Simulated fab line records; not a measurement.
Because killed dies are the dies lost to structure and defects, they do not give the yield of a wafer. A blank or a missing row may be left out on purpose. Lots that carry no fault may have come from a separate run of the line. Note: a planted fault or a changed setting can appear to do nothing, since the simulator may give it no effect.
Which tool did it? | flow nandHarc | 23 lots, 69 wafers sampled, at 6 steps of a route of 1159

== WHAT THE GAUGES READ, wafer by wafer ==
The record lacks any reading of a measuring or inspecting step that a usual standard deviation could be used to judge.

== WHICH TOOL RAN EACH LOT (tool, then ch and the chambers of the sampled wafers, then the start) ==
lot  | NHARC_A_STAIRCASE_TRIM_229        | NHARC_A_STAIRCASE_ETCH_234                   | NHARC_A_STAIRCASE_STRIP_254         | NHARC_A_STAIRCASE_HM_OPEN_460                | NHARC_A_STAIRCASE_HM_DEP_462 | NHARC_A_STAIRCASE_ETCH_313
L074 | rieDiel-07 ch 0,1,2, day 11 02:28 | rieDiel-07 ch 0,3, day 11 05:17 or earlier   | plasmaAsher-01 ch 0,1, day 11 05:17 | rieDiel-07 ch 0,3, day 11 11:22 or earlier   | aclDep-02 ch 0, day 11 11:22 | rieDiel-11 ch 2,3, day 11 14:17
L077 | rieDiel-11 ch 0,1,3, day 11 15:51 | rieDiel-11 ch 1,2, day 11 18:58 or earlier   | plasmaAsher-01 ch 0,1, day 11 18:58 | rieDiel-11 ch 0,1,3, day 12 05:37 or earlier | aclDep-02 ch 0, day 12 05:37 | rieDiel-07 ch 1,3, day 12 08:01
L075 | rieDiel-13 ch 1,2,3, day 11 18:43 | rieDiel-13 ch 0,1,2, day 11 21:26 or earlier | plasmaAsher-01 ch 0,1, day 11 21:26 | rieDiel-11 ch 2,3, day 12 05:46 or earlier   | aclDep-01 ch 0, day 12 05:46 | rieDiel-13 ch 1,3, day 12 08:37
L079 | rieDiel-11 ch 0,2, day 11 20:39   | rieDiel-11 ch 2,3, day 11 23:48 or earlier   | plasmaAsher-02 ch 0,1, day 11 23:48 | rieDiel-13 ch 1,2,3, day 12 10:24 or earlier | aclDep-03 ch 0, day 12 10:24 | rieDiel-07 ch 0,1,3, day 12 13:07
L078 | rieDiel-07 ch 2,3, day 11 21:10   | rieDiel-07 ch 0,1, day 12 00:23 or earlier   | plasmaAsher-01 ch 0, day 12 00:23   | rieDiel-11 ch 0,3, day 12 09:02 or earlier   | aclDep-02 ch 0, day 12 09:02 | rieDiel-13 ch 0,1, day 12 11:32
L080 | rieDiel-11 ch 0,3, day 12 12:40   | rieDiel-11 ch 0,1, day 12 15:56 or earlier   | plasmaAsher-02 ch 0,1, day 12 15:56 | rieDiel-11 ch 0,1, day 12 22:07 or earlier   | aclDep-02 ch 0, day 12 22:07 | rieDiel-11 ch 1,2,3, day 13 00:55
L081 | rieDiel-11 ch 0,1,3, day 12 13:33 | rieDiel-11 ch 1,2,3, day 12 18:02 or earlier | plasmaAsher-02 ch 0,1, day 12 18:02 | rieDiel-13 ch 1,2,3, day 13 01:29 or earlier | aclDep-01 ch 0, day 13 01:29 | rieDiel-11 ch 0,1,2, day 13 04:07
L082 | rieDiel-13 ch 1,3, day 13 02:34   | rieDiel-13 ch 1,3, day 13 05:44 or earlier   | plasmaAsher-01 ch 0, day 13 05:44   | rieDiel-13 ch 0,1,3, day 13 14:49 or earlier | aclDep-03 ch 0, day 13 14:49 | rieDiel-13 ch 0,2, day 13 17:32
L083 | rieDiel-11 ch 1,2,3, day 13 19:25 | rieDiel-11 ch 1,2, day 13 22:14 or earlier   | plasmaAsher-01 ch 0,1, day 13 22:14 | rieDiel-11 ch 0,1, day 14 04:04 or earlier   | aclDep-01 ch 0, day 14 04:04 | rieDiel-11 ch 0,1, day 14 07:01
L086 | rieDiel-11 ch 0,1,2, day 14 10:56 | rieDiel-11 ch 0,2,3, day 14 14:34 or earlier | plasmaAsher-01 ch 0,1, day 14 14:34 | rieDiel-07 ch 0,1,3, day 15 00:16 or earlier | aclDep-03 ch 0, day 15 00:16 | rieDiel-11 ch 0,1,3, day 15 02:38
L084 | rieDiel-13 ch 1,3, day 14 11:04   | rieDiel-13 ch 2,3, day 14 14:11 or earlier   | plasmaAsher-01 ch 1, day 14 14:11   | rieDiel-11 ch 0,1,3, day 14 22:47 or earlier | aclDep-01 ch 0, day 14 22:47 | rieDiel-07 ch 0,1,2, day 15 01:34
L088 | rieDiel-11 ch 0,3, day 14 11:22   | rieDiel-11 ch 2,3, day 14 14:37 or earlier   | plasmaAsher-02 ch 0,1, day 14 14:37 | rieDiel-11 ch 0,1,2, day 15 01:31 or earlier | aclDep-03 ch 0, day 15 01:31 | rieDiel-07 ch 0,1,2, day 15 04:29
L085 | rieDiel-07 ch 0,2,3, day 14 14:44 | rieDiel-07 ch 0,2,3, day 14 17:35 or earlier | plasmaAsher-02 ch 0,1, day 14 17:35 | rieDiel-07 ch 0,1,3, day 15 02:14 or earlier | aclDep-02 ch 0, day 15 02:14 | rieDiel-11 ch 0,1,2, day 15 05:16
L087 | rieDiel-13 ch 0,3, day 14 19:19   | rieDiel-13 ch 0,2, day 14 22:36 or earlier   | plasmaAsher-01 ch 0,1, day 14 22:36 | rieDiel-13 ch 0,3, day 15 07:37 or earlier   | aclDep-01 ch 0, day 15 07:37 | rieDiel-07 ch 0,2,3, day 15 10:34
L090 | rieDiel-13 ch 0,1,2, day 14 23:17 | rieDiel-13 ch 2,3, day 15 02:12 or earlier   | plasmaAsher-01 ch 0,1, day 15 02:12 | rieDiel-11 ch 0,3, day 15 09:43 or earlier   | aclDep-01 ch 0, day 15 09:43 | rieDiel-07 ch 0,1,2, day 15 12:42
L089 | rieDiel-11 ch 2,3, day 14 23:52   | rieDiel-11 ch 1,2,3, day 15 02:37 or earlier | plasmaAsher-02 ch 0,1, day 15 02:37 | rieDiel-11 ch 2,3, day 15 13:45 or earlier   | aclDep-03 ch 0, day 15 13:45 | rieDiel-11 ch 0,3, day 15 16:25
L093 | rieDiel-11 ch 0,2, day 15 05:02   | rieDiel-11 ch 0,3, day 15 08:24 or earlier   | plasmaAsher-01 ch 0,1, day 15 08:24 | rieDiel-11 ch 0,1,2, day 15 15:55 or earlier | aclDep-03 ch 0, day 15 15:55 | rieDiel-11 ch 0,1,3, day 15 18:46
L091 | rieDiel-13 ch 0,1,2, day 15 07:20 | rieDiel-13 ch 0,1,3, day 15 10:26 or earlier | plasmaAsher-01 ch 0,1, day 15 10:26 | rieDiel-07 ch 1,2,3, day 15 19:54 or earlier | aclDep-01 ch 0, day 15 19:54 | rieDiel-07 ch 0,1,2, day 15 22:42
L092 | rieDiel-13 ch 1,2,3, day 15 09:35 | rieDiel-13 ch 1,2,3, day 15 12:34 or earlier | plasmaAsher-02 ch 0,1, day 15 12:34 | rieDiel-11 ch 0,2,3, day 15 22:02 or earlier | aclDep-01 ch 0, day 15 22:02 | rieDiel-11 ch 0,1,2, day 16 00:34
L095 | rieDiel-13 ch 0,1, day 16 07:49   | rieDiel-13 ch 0,1,3, day 16 11:26 or earlier | plasmaAsher-01 ch 0,1, day 16 11:26 | rieDiel-07 ch 0,1, day 16 18:22 or earlier   | aclDep-01 ch 0, day 16 18:22 | rieDiel-11 ch 0,1,3, day 16 21:18
L096 | rieDiel-13 ch 0,2,3, day 16 11:12 | rieDiel-13 ch 0,1,2, day 16 14:06 or earlier | plasmaAsher-02 ch 0,1, day 16 14:06 | rieDiel-11 ch 1,2,3, day 16 21:30 or earlier | aclDep-02 ch 0, day 16 21:30 | rieDiel-11 ch 0,1,2, day 17 00:23
L094 | rieDiel-11 ch 0,1,2, day 16 17:33 | rieDiel-11 ch 0,1,3, day 16 20:28 or earlier | plasmaAsher-01 ch 0,1, day 16 20:28 | rieDiel-13 ch 0,1,3, day 17 02:28 or earlier | aclDep-03 ch 0, day 17 02:28 | rieDiel-11 ch 0,1,3, day 17 05:19
L097 | rieDiel-07 ch 2,3, day 16 21:45   | rieDiel-07 ch 2,3, day 17 00:41 or earlier   | plasmaAsher-01 ch 0,1, day 17 00:41 | rieDiel-07 ch 2,3, day 17 07:16 or earlier   | aclDep-01 ch 0, day 17 07:16 | rieDiel-13 ch 0,1,3, day 17 09:58
- NHARC_A_STAIRCASE_TRIM_229: chemistry O2, time 211.2 s.
- NHARC_A_STAIRCASE_ETCH_234: etches the open film in C4F8/O2, target depth 100 nm, time 40.5 s.
- NHARC_A_STAIRCASE_STRIP_254: strips in O2.
- NHARC_A_STAIRCASE_HM_OPEN_460: chemistry O2/COS.
- NHARC_A_STAIRCASE_HM_DEP_462: deposits aC, target thk 800 nm.
- NHARC_A_STAIRCASE_ETCH_313: etches the open film in CF4/CHF3.

== WHAT THE TOOLS THEMSELVES READ (means of the sampled wafers that have a number; where no wafer has one, the mark that the record gives instead) ==
NHARC_A_STAIRCASE_TRIM_229.
lot  | tool       | drypumpMotorCurrentA (A) | oesProductAu (a.u.) | rfVppV (V) | showerheadPlenumPTorr (Torr) | throttleValvePct (%)
L074 | rieDiel-07 | 6.1                      | 1.005               | 57.5       | 3.53                         | 17.034
L077 | rieDiel-11 | 5.9                      | 1.004               | 57.8       | 3.50                         | 17.033
L075 | rieDiel-13 | 5.7                      | 1.001               | 58.4       | 3.71                         | 17.044
L079 | rieDiel-11 | 6.1                      | 1.013               | 57.7       | 3.53                         | 17.041
L078 | rieDiel-07 | 5.8                      | 1.000               | 57.9       | 3.58                         | 17.038
L080 | rieDiel-11 | 5.6                      | 1.007               | 57.1       | 3.39                         | 17.042
L081 | rieDiel-11 | 5.9                      | 1.005               | 57.3       | 3.50                         | 17.032
L082 | rieDiel-13 | 5.6                      | 0.994               | 57.9       | 3.70                         | 17.042
L083 | rieDiel-11 | 6.2                      | 1.004               | 57.9       | 3.60                         | 17.035
L086 | rieDiel-11 | 6.1                      | 1.017               | 57.9       | 3.53                         | 17.034
L084 | rieDiel-13 | 5.6                      | 0.988               | 58.4       | 3.70                         | 17.035
L088 | rieDiel-11 | 5.8                      | 1.006               | 58.1       | 3.44                         | 17.029
L085 | rieDiel-07 | 6.0                      | 1.012               | 58.0       | 3.53                         | 17.026
L087 | rieDiel-13 | 5.6                      | 1.005               | 58.8       | 3.74                         | 17.038
L090 | rieDiel-13 | 5.7                      | 1.009               | 58.0       | 3.72                         | 17.037
L089 | rieDiel-11 | 6.3                      | 1.000               | 57.9       | 3.58                         | 17.024
L093 | rieDiel-11 | 5.8                      | 1.018               | 57.7       | 3.41                         | 17.044
L091 | rieDiel-13 | 5.8                      | 1.002               | 57.6       | 3.71                         | 17.037
L092 | rieDiel-13 | 5.7                      | 1.002               | 58.6       | 3.69                         | 17.029
L095 | rieDiel-13 | 5.6                      | 0.993               | 57.9       | 3.70                         | 17.037
L096 | rieDiel-13 | 5.7                      | 1.005               | 57.8       | 3.71                         | 17.048
L094 | rieDiel-11 | 6.1                      | 1.002               | 58.0       | 3.52                         | 17.035
L097 | rieDiel-07 | 5.8                      | 1.003               | 57.7       | 3.56                         | 17.042

NHARC_A_STAIRCASE_ETCH_234.
lot  | tool       | biasW (W) | oesProductAu (a.u.) | rfVppV (V)
L074 | rieDiel-07 | 1003      | 0.947               | 898
L077 | rieDiel-11 | 1002      | 0.957               | 900
L075 | rieDiel-13 | 1000      | 0.931               | 904
L079 | rieDiel-11 | 1000      | 0.940               | 897
L078 | rieDiel-07 | 1005      | 0.938               | 896
L080 | rieDiel-11 | 1001      | 0.955               | 893
L081 | rieDiel-11 | 1001      | 0.945               | 898
L082 | rieDiel-13 | 998       | 0.924               | 902
L083 | rieDiel-11 | 997       | 0.973               | 900
L086 | rieDiel-11 | 1000      | 0.955               | 894
L084 | rieDiel-13 | 999       | 0.960               | 902
L088 | rieDiel-11 | 1003      | 0.935               | 897
L085 | rieDiel-07 | 1001      | 0.951               | 896
L087 | rieDiel-13 | 1003      | 0.952               | 903
L090 | rieDiel-13 | 1001      | 0.937               | 903
L089 | rieDiel-11 | 1000      | 0.938               | 898
L093 | rieDiel-11 | 1000      | 0.940               | 890
L091 | rieDiel-13 | 998       | 0.952               | 903
L092 | rieDiel-13 | 1000      | 0.948               | 902
L095 | rieDiel-13 | 1000      | 0.930               | 903
L096 | rieDiel-13 | 998       | 0.931               | 903
L094 | rieDiel-11 | 998       | 0.944               | 894
L097 | rieDiel-07 | 997       | 0.950               | 898

NHARC_A_STAIRCASE_STRIP_254.
lot  | tool           | drypumpMotorCurrentA (A) | heaterPowerW (W)
L074 | plasmaAsher-01 | 5.76                     | 304
L077 | plasmaAsher-01 | 5.84                     | 312
L075 | plasmaAsher-01 | 5.83                     | 308
L079 | plasmaAsher-02 | 5.47                     | 329
L078 | plasmaAsher-01 | 5.67                     | 287
L080 | plasmaAsher-02 | 5.63                     | 336
L081 | plasmaAsher-02 | 5.64                     | 331
L082 | plasmaAsher-01 | 5.68                     | 281
L083 | plasmaAsher-01 | 5.77                     | 294
L086 | plasmaAsher-01 | 5.75                     | 299
L084 | plasmaAsher-01 | 5.90                     | 314
L088 | plasmaAsher-02 | 5.47                     | 328
L085 | plasmaAsher-02 | 5.47                     | 332
L087 | plasmaAsher-01 | 5.78                     | 296
L090 | plasmaAsher-01 | 5.84                     | 302
L089 | plasmaAsher-02 | 5.61                     | 332
L093 | plasmaAsher-01 | 5.84                     | 308
L091 | plasmaAsher-01 | 5.83                     | 310
L092 | plasmaAsher-02 | 5.47                     | 330
L095 | plasmaAsher-01 | 5.78                     | 302
L096 | plasmaAsher-02 | 5.46                     | 336
L094 | plasmaAsher-01 | 5.77                     | 290
L097 | plasmaAsher-01 | 5.77                     | 299

NHARC_A_STAIRCASE_HM_OPEN_460.
lot  | tool       | biasW (W) | drypumpMotorCurrentA (A) | oesProductAu (a.u.) | rfVppV (V) | showerheadPlenumPTorr (Torr) | throttleValvePct (%)
L074 | rieDiel-07 | 300.5     | 6.0                      | 0.998               | 468.8      | 3.16                         | 28.340
L077 | rieDiel-11 | 298.8     | 5.9                      | 1.008               | 466.9      | 3.10                         | 28.322
L075 | rieDiel-11 | 300.7     | 6.1                      | 1.002               | 468.0      | 3.15                         | 28.335
L079 | rieDiel-13 | 300.2     | 5.7                      | 0.994               | 470.0      | 3.28                         | 28.326
L078 | rieDiel-11 | 300.2     | 5.7                      | 0.993               | 466.2      | 3.05                         | 28.335
L080 | rieDiel-11 | 300.0     | 5.7                      | 1.021               | 464.8      | 3.04                         | 28.331
L081 | rieDiel-13 | 298.8     | 5.7                      | 0.993               | 470.9      | 3.28                         | 28.327
L082 | rieDiel-13 | 300.5     | 5.6                      | 0.995               | 470.6      | 3.29                         | 28.324
L083 | rieDiel-11 | 299.5     | 6.0                      | 1.023               | 467.6      | 3.14                         | 28.329
L086 | rieDiel-07 | 300.7     | 6.0                      | 1.002               | 467.6      | 3.12                         | 28.341
L084 | rieDiel-11 | 300.7     | 5.9                      | 1.003               | 466.3      | 3.09                         | 28.331
L088 | rieDiel-11 | 300.5     | 6.1                      | 1.023               | 467.4      | 3.12                         | 28.327
L085 | rieDiel-07 | 300.5     | 6.0                      | 0.994               | 466.8      | 3.12                         | 28.327
L087 | rieDiel-13 | 299.9     | 5.6                      | 0.994               | 471.4      | 3.30                         | 28.328
L090 | rieDiel-11 | 300.6     | 5.7                      | 0.995               | 466.0      | 3.04                         | 28.321
L089 | rieDiel-11 | 299.8     | 6.1                      | 0.990               | 467.4      | 3.13                         | 28.323
L093 | rieDiel-11 | 299.5     | 6.1                      | 1.013               | 466.8      | 3.12                         | 28.328
L091 | rieDiel-07 | 300.1     | 5.9                      | 1.004               | 467.9      | 3.14                         | 28.331
L092 | rieDiel-11 | 299.1     | 5.9                      | 1.014               | 465.5      | 3.07                         | 28.324
L095 | rieDiel-07 | 300.1     | 6.3                      | 1.000               | 466.7      | 3.09                         | 28.336
L096 | rieDiel-11 | 300.2     | 6.2                      | 1.002               | 468.8      | 3.18                         | 28.329
L094 | rieDiel-13 | 299.6     | 5.6                      | 0.998               | 470.4      | 3.28                         | 28.331
L097 | rieDiel-07 | 299.8     | 5.9                      | 1.012               | 466.9      | 3.13                         | 28.331

NHARC_A_STAIRCASE_HM_DEP_462.
lot  | tool      | throttleValvePct (%)
L074 | aclDep-02 | 34.994
L077 | aclDep-02 | 34.998
L075 | aclDep-01 | 34.999
L079 | aclDep-03 | 35.001
L078 | aclDep-02 | 34.996
L080 | aclDep-02 | 34.995
L081 | aclDep-01 | 35.002
L082 | aclDep-03 | 34.995
L083 | aclDep-01 | 34.991
L086 | aclDep-03 | 35.000
L084 | aclDep-01 | 35.008
L088 | aclDep-03 | 35.001
L085 | aclDep-02 | 34.994
L087 | aclDep-01 | 35.002
L090 | aclDep-01 | 34.998
L089 | aclDep-03 | 35.002
L093 | aclDep-03 | 34.998
L091 | aclDep-01 | 35.006
L092 | aclDep-01 | 35.005
L095 | aclDep-01 | 34.985
L096 | aclDep-02 | 35.005
L094 | aclDep-03 | 34.991
L097 | aclDep-01 | 35.004

NHARC_A_STAIRCASE_ETCH_313.
lot  | tool       | biasW (W) | drypumpMotorCurrentA (A) | oesProductAu (a.u.) | rfVppV (V) | showerheadPlenumPTorr (Torr) | throttleValvePct (%)
L074 | rieDiel-11 | 199.3     | 6.3                      | 0.925               | 371.8      | 1.60                         | 16.799
L077 | rieDiel-07 | 200.6     | 5.9                      | 0.916               | 372.2      | 1.59                         | 16.804
L075 | rieDiel-13 | 200.4     | 5.6                      | 0.964               | 372.3      | 1.65                         | 16.806
L079 | rieDiel-07 | 199.7     | 6.1                      | 0.924               | 371.3      | 1.58                         | 16.804
L078 | rieDiel-13 | 199.6     | 5.6                      | 0.953               | 374.3      | 1.67                         | 16.806
L080 | rieDiel-11 | 200.2     | 6.2                      | 0.929               | 371.4      | 1.61                         | 16.808
L081 | rieDiel-11 | 200.5     | 6.0                      | 0.978               | 370.7      | 1.58                         | 16.803
L082 | rieDiel-13 | 200.2     | 5.9                      | 0.942               | 374.2      | 1.66                         | 16.802
L083 | rieDiel-11 | 200.2     | 5.7                      | 0.939               | 369.5      | 1.53                         | 16.799
L086 | rieDiel-11 | 200.1     | 5.9                      | 0.955               | 369.9      | 1.55                         | 16.797
L084 | rieDiel-07 | 200.4     | 6.1                      | 0.934               | 370.6      | 1.56                         | 16.791
L088 | rieDiel-07 | 199.7     | 6.1                      | 0.935               | 369.7      | 1.56                         | 16.806
L085 | rieDiel-11 | 199.9     | 6.1                      | 0.959               | 371.1      | 1.57                         | 16.804
L087 | rieDiel-07 | 199.9     | 6.0                      | 0.959               | 370.7      | 1.57                         | 16.797
L090 | rieDiel-07 | 200.0     | 6.1                      | 0.978               | 371.1      | 1.56                         | 16.806
L089 | rieDiel-11 | 200.3     | 5.7                      | 0.921               | 368.6      | 1.53                         | 16.799
L093 | rieDiel-11 | 200.8     | 5.9                      | 0.934               | 369.8      | 1.55                         | 16.802
L091 | rieDiel-07 | 199.8     | 6.1                      | 0.928               | 370.2      | 1.56                         | 16.793
L092 | rieDiel-11 | 200.2     | 6.1                      | 0.953               | 371.6      | 1.57                         | 16.804
L095 | rieDiel-11 | 200.2     | 5.9                      | 0.981               | 369.5      | 1.55                         | 16.796
L096 | rieDiel-11 | 200.4     | 6.0                      | 0.931               | 370.6      | 1.57                         | 16.806
L094 | rieDiel-11 | 200.2     | 5.9                      | 0.973               | 370.5      | 1.55                         | 16.810
L097 | rieDiel-13 | 200.5     | 5.6                      | 0.960               | 374.2      | 1.65                         | 16.796

== THE ANSWER, worked out from the rows above alone ==
Rule: the usual values come from the lots themselves. Put in order of their means at a reading, lots are off if they are a third of the lots or fewer, leave a main group of 4 or more, and stand apart from it by a gap of 3 or more times the standard deviation of the main group's means; of several such gaps the widest counts. A main group whose means are all the same, to the digits that the tables above print for the reading, isn't used. A lot without any number at a reading at which 4 lots or more have one is off too. Where the step has rows for the other lots, those lots are counted as sound. After the gauges, taken in route order, come the tools' own readings; for these a lot's mean is taken, as printed above. The first step at which some lot is off is used, and at that step the reading that is off furthest; a lot without a number counts as furthest.
No lot is off at any reading shown: from this, nothing can be told.

== WHAT THE SIMULATOR PUT IN ==
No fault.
